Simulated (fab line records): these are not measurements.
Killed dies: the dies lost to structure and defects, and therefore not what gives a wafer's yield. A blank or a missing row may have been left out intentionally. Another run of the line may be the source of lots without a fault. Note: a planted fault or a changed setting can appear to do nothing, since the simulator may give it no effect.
Matching of chambers	flow n5_finfet	rie_diel-02 running N5_BEOL_M8_STRIP_19: 4 sister chambers
The step strips in O2. 16 wafers are shown with their chamber, then 8 later ones without.

WAFERS, EACH WITH ITS CHAMBER
wafer	chamber	showerhead_plenum_p_Torr (Torr)	drypump_motor_current_A (A)	oes_product_au (a.u.)
L074.1	1	1.98	5.7	0.71
L074.3	3	2.03	5.2	0.82
L074.6	0	2.17	5.9	0.72
L082.3	3	2.02	5.2	0.81
L082.5	3	2.02	5.2	0.81
L082.6	1	1.98	5.6	0.71
L088.4	2	2.17	4.8	0.71
L088.5	1	1.97	5.6	0.70
L088.6	3	2.02	5.2	0.80
L084.2	3	2.02	5.2	0.79
L084.3	1	1.97	5.6	0.70
L084.5	1	1.97	5.6	0.70
L085.1	1	1.97	5.7	0.69
L085.4	1	1.97	5.7	0.69
L085.5	3	2.02	5.2	0.79
L086.2	1	1.97	5.7	0.70

SIGNATURES, as means of the wafers listed above
reading	chamber 0	chamber 1	chamber 2	chamber 3	scatter within a chamber
showerhead_plenum_p_Torr	2.1700	1.9725	2.1700	2.0217	0.00441
drypump_motor_current_A	5.900	5.650	4.800	5.200	0.0408
oes_product_au	0.7200	0.7000	0.7100	0.8033	0.00972
Rule: a wafer's distance from a chamber is the root of the sum, over the readings, of the square of ((its reading less the chamber's mean) divided by the reading's scatter). If the next closest chamber is less than 2 further off than the closest, the wafer can't be placed; otherwise it belongs to the closest. How the scatter is found: for the shown wafers, subtract from each reading the mean of its chamber, square and add these, divide the total by (wafers less chambers), then take the root.

WAFERS WHOSE CHAMBER IS MISSING
wafer	showerhead_plenum_p_Torr (Torr)	drypump_motor_current_A (A)	oes_product_au (a.u.)
L086.3	2.17	4.8	0.71
L086.6	2.02	5.2	0.80
L093.2	1.97	5.6	0.69
L093.4	2.16	5.9	0.97
L093.5	1.97	5.6	0.68
L095.2	2.23	5.6	1.02
L095.5	2.16	4.8	0.70
L095.6	2.01	5.2	0.77

CHAMBER TAKEN BY EACH
wafer	from the rows above	in truth
L086.3	2	2
L086.6	3	3
L093.2	1	1
L093.4	0	0
L093.5	1	1
L095.2	0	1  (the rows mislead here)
L095.5	2	2
L095.6	3	3
7 of 8 placed correctly. From these rows, 0 cannot be placed. Wrongly placed: 1.
